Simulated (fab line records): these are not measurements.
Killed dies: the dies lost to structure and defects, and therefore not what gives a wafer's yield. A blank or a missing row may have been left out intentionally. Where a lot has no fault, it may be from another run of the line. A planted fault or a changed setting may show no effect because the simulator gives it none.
Split-lot study + flow n5-finfet + on a route of 1938 steps: 7 lots, 39 wafers read

## ON THE SPLIT
At N5_ZERO_LAYER_PECVD_02 (deposits SiO2 from SiH4/N2O, target thk 10 nm, time 6 s), the setting time-s was moved away from the recipe's 6 s on 15 of the 39 wafers read, by -52.5% to +55.6%. The other wafers ran this setting at the recipe's value.

The split's own step is where the reading is taken.

## THE READING
SiO2_of_ZERO_LAYER_PECVD_02.thk-nm (the simulator's own value, which no gauge read), in nm, at N5_ZERO_LAYER_PECVD_02 (deposits SiO2 from SiH4/N2O, target thk 10 nm, time 6 s). No usual value for it is given in the file. Across the 24 wafers here that went through the recipe, the average is 9.993 nm and the standard deviation 0.16 nm.

| wafer  | tool, chamber at the split | time-s as run, s | against the recipe | SiO2_of_ZERO_LAYER_PECVD_02.thk-nm, nm | against lot-mates on the recipe |
|--------|----------------------------|------------------|--------------------|----------------------------------------|---------------------------------|
| L077.1 | pecvd-01, 0                | 6                | recipe             | 9.869                                  | -                               |
| L077.2 | pecvd-01, 1                | 6                | recipe             | 9.855                                  | -                               |
| L077.3 | pecvd-01, 1                | 9.336            | +55.6%             | 15.9                                   | +5.992                          |
| L077.4 | pecvd-01, 0                | 9.336            | +55.6%             | 15.53                                  | +5.622                          |
| L077.5 | pecvd-01, 1                | 9.336            | +55.6%             | 15.76                                  | +5.852                          |
| L077.6 | pecvd-01, 0                | 6                | recipe             | 9.999                                  | -                               |
| L080.3 | pecvd-03, 1                | 6                | recipe             | 9.807                                  | -                               |
| L080.4 | pecvd-03, 0                | 6                | recipe             | 9.975                                  | -                               |
| L080.6 | pecvd-03, 1                | 6                | recipe             | 9.92                                   | -                               |
| L081.1 | pecvd-01, 1                | 4.628            | -22.9%             | 7.535                                  | -2.291                          |
| L081.2 | pecvd-01, 0                | 6                | recipe             | 9.709                                  | -                               |
| L081.3 | pecvd-01, 2                | 4.628            | -22.9%             | 7.656                                  | -2.170                          |
| L081.4 | pecvd-01, 1                | 6                | recipe             | 9.966                                  | -                               |
| L081.5 | pecvd-01, 0                | 6                | recipe             | 9.803                                  | -                               |
| L081.6 | pecvd-01, 2                | 4.628            | -22.9%             | 7.682                                  | -2.144                          |
| L088.1 | pecvd-03, 0                | 2.851            | -52.5%             | 4.696                                  | -5.226                          |
| L088.2 | pecvd-03, 1                | 6                | recipe             | 9.81                                   | -                               |
| L088.3 | pecvd-03, 2                | 2.851            | -52.5%             | 4.77                                   | -5.152                          |
| L088.4 | pecvd-03, 2                | 2.851            | -52.5%             | 4.812                                  | -5.110                          |
| L088.5 | pecvd-03, 1                | 6                | recipe             | 9.956                                  | -                               |
| L088.6 | pecvd-03, 0                | 6                | recipe             | 10                                     | -                               |
| L090.1 | pecvd-03, 0                | 3.055            | -49.1%             | 5.058                                  | -4.917                          |
| L090.2 | pecvd-03, 2                | 3.055            | -49.1%             | 4.938                                  | -5.037                          |
| L090.3 | pecvd-03, 1                | 6                | recipe             | 9.868                                  | -                               |
| L090.4 | pecvd-03, 2                | 6                | recipe             | 10.09                                  | -                               |
| L090.5 | pecvd-03, 0                | 6                | recipe             | 9.967                                  | -                               |
| L090.6 | pecvd-03, 1                | 3.055            | -49.1%             | 5                                      | -4.975                          |
| L096.1 | pecvd-03, 1                | 6                | recipe             | 9.856                                  | -                               |
| L096.2 | pecvd-03, 2                | 6                | recipe             | 10.11                                  | -                               |
| L096.3 | pecvd-03, 0                | 6                | recipe             | 10.22                                  | -                               |
| L096.4 | pecvd-03, 1                | 6                | recipe             | 10.02                                  | -                               |
| L096.5 | pecvd-03, 2                | 6                | recipe             | 10.32                                  | -                               |
| L096.6 | pecvd-03, 0                | 6                | recipe             | 10.25                                  | -                               |
| L097.1 | pecvd-03, 0                | 6                | recipe             | 10.31                                  | -                               |
| L097.2 | pecvd-03, 2                | 6                | recipe             | 10.11                                  | -                               |
| L097.3 | pecvd-03, 1                | 3.328            | -44.5%             | 5.507                                  | -4.646                          |
| L097.4 | pecvd-03, 0                | 3.328            | -44.5%             | 5.833                                  | -4.320                          |
| L097.5 | pecvd-03, 1                | 6                | recipe             | 10.04                                  | -                               |
| L097.6 | pecvd-03, 2                | 3.328            | -44.5%             | 5.723                                  | -4.430                          |

THE FIT
A straight line over all 39 wafers: SiO2_of_ZERO_LAYER_PECVD_02.thk-nm changes by +0.101 nm for each +1% of time-s; r = +1.00; the points scatter about the line by 0.16 nm.
The same after taking each lot's own level away (the mean of its wafers on the recipe; 39 wafers): +0.102 nm for each +1%; r = +1.00; scatter 0.13 nm.
The reading moves by 5.6 nm for the largest change in time-s, on that fit.
Measured against the standard deviation above, the lots' own levels, which go from 9.8260 to 10.1533 nm, span 2.0 times it.
The two slopes agree, so the slope changes little with the lot-to-lot level.
Check: for one of the wafers moved furthest among these (+55.6%), held out of the fit, the line's prediction against its lot-mates is +5.63 nm. It came out at +5.99 nm against them.

## FILE'S OWN FIT
SiO2_of_ZERO_LAYER_PECVD_02.thk-nm changes by +0.101 nm for each +1% of time-s, r = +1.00.
